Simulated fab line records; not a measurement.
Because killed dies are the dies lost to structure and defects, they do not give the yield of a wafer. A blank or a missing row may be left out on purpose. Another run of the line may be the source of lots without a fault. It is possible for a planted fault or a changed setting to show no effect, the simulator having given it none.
Split-lot trial	flow n5_finfet	route with 1938 steps; 7 lots, 21 wafers read

## THE SPLIT
At N5_BEOL_M3_EXPOSE_08 (exposes mask M3), the setting dose_mj was moved away from the recipe's 33 on 7 of the 21 wafers read, by -5.0% to -2.3%. All remaining wafers had this setting at the recipe value.

## FROM THE SPLIT TO THE READING: what the file shows between them, 2 steps
- N5_BEOL_M3_PEB_09: peb time 60 s
- N5_BEOL_M3_DEVELOP_10: develop time 30 s

## THE READING
cd_nm, in nm, at N5_BEOL_M3_CD_MEAS_11 (target cd 17.05 nm). A value of 16.99 nm with a standard deviation of 0.25 nm is what fault-free wafers of this fab line usually give.

wafer	tool, chamber at the split	dose_mj as run	against the recipe	cd_nm, nm	against lot-mates on the recipe
L077.3	euv_scanner-02, 0	33	recipe	17.64	-
L077.5	euv_scanner-02, 0	31.6	-4.2%	16.03	-1.61
L077.6	euv_scanner-02, 0	31.6	-4.2%	16.24	-1.40
L081.3	euv_scanner-01, 0	33	recipe	16.79	-
L081.4	euv_scanner-01, 0	33	recipe	16.96	-
L081.5	euv_scanner-01, 0	31.36	-5.0%	15.61	-1.27
L084.1	euv_scanner-01, 0	32.25	-2.3%	16.24	-0.15
L084.2	euv_scanner-01, 0	32.25	-2.3%	16.46	+0.07
L084.3	euv_scanner-01, 0	33	recipe	16.39	-
L085.2	euv_scanner-01, 0	33	recipe	17.00	-
L085.3	euv_scanner-01, 0	33	recipe	16.73	-
L085.5	euv_scanner-01, 0	33	recipe	16.98	-
L089.1	euv_scanner-02, 0	33	recipe	16.68	-
L089.4	euv_scanner-02, 0	33	recipe	16.81	-
L089.5	euv_scanner-02, 0	33	recipe	17.11	-
L091.1	euv_scanner-02, 0	33	recipe	16.81	-
L091.4	euv_scanner-02, 0	33	recipe	17.04	-
L091.6	euv_scanner-02, 0	33	recipe	16.87	-
L094.2	euv_scanner-02, 0	31.77	-3.7%	16.21	-0.56
L094.4	euv_scanner-02, 0	31.77	-3.7%	16.43	-0.34
L094.6	euv_scanner-02, 0	33	recipe	16.77	-

THE FIT
A straight line over all 21 wafers: cd_nm changes by +0.199 nm for each +1% of dose_mj; r = +0.83; the points scatter about the line by 0.26 nm.
The same after taking each lot's own level away (the mean of its wafers on the recipe; 21 wafers): +0.239 nm for each +1%; r = +0.84; scatter 0.29 nm.
The reading moves by 1.2 nm for the largest change in dose_mj, on that fit.
The span of the lots' own levels, 16.390 to 17.640 nm, comes to 5.0 times the standard deviation stated above.
In other words, the slope is changed by the lot-to-lot level; the two fits disagree.
Check: for one of the wafers moved furthest among these (-5.0%), held out of the fit, the line's prediction against its lot-mates is -1.11 nm. It came out at -1.27 nm against them.

## THE WHOLE CHAIN: every reading that the file lists as answering this split, in the file's order
step	what it does	reading	change (the file's fit)	r (the file's)
N5_BEOL_M3_CD_MEAS_11	target cd 17.05 nm	cd_nm	+0.233 nm for each +1% of the setting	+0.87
N5_BEOL_M3_ETCH_74	etches underlayer in N2/H2, target depth 6.5 nm, time 5.2 s	BEOL_M3.cd_offset_nm (the simulator's own value, which no gauge read)	+0.202 nm for each +1% of the setting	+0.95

## THE FILE'S OWN FIT
cd_nm changes by +0.233 nm for each +1% of dose_mj, r = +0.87.
